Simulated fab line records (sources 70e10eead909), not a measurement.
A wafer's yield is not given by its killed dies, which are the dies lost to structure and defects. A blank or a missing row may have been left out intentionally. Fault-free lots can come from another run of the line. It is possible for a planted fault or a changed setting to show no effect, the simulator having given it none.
Chamber matching | flow nand_harc | NHARC_A_SLIT_ETCH_29 on rie_diel-05 has 4 sister chambers
The step etches the open film in CF4/O2, target depth 100 nm, overetch 10 nm, time 55 s. 4 wafers are shown with their chamber, then 9 later ones without.

WAFERS WITH THEIR CHAMBER
wafer  | chamber | drypump_motor_current_A (A)
L084.4 | 0       | 4.8
L084.6 | 3       | 6.6
L088.5 | 1       | 5.7
L088.6 | 2       | 5.6

WAFERS MISSING THEIR CHAMBER
wafer  | drypump_motor_current_A (A)
L089.4 | 6.6
L089.5 | 4.8
L089.6 | 6.6
L092.3 | 4.8
L092.5 | 4.8
L092.6 | 5.6
L094.2 | 4.9
L094.4 | 5.6
L094.6 | 5.5

WHICH CHAMBER EACH WENT THROUGH
wafer  | from the rows above | in truth
L089.4 | 3                   | 3
L089.5 | 0                   | 0
L089.6 | 3                   | 3
L092.3 | 0                   | 0
L092.5 | 0                   | 0
L092.6 | 2                   | 2
L094.2 | 0                   | 0
L094.4 | 2                   | 2
L094.6 | 2                   | 2
Correctly placed: 9 of 9. Number that these rows cannot place: 0. Placed wrongly: 0.
How it was worked out, from the rows above alone: a wafer's distance from a chamber is the root of the sum, over the readings, of the square of ((its reading less the chamber's mean) divided by the reading's scatter). The wafer belongs to the nearest chamber; if the next one is less than 2 further off, it can't be placed. A chamber's mean is the mean of its shown wafers. The scatter: root of mean squared gap, hidden wafer to nearest shown wafer, with one shown wafer a chamber.
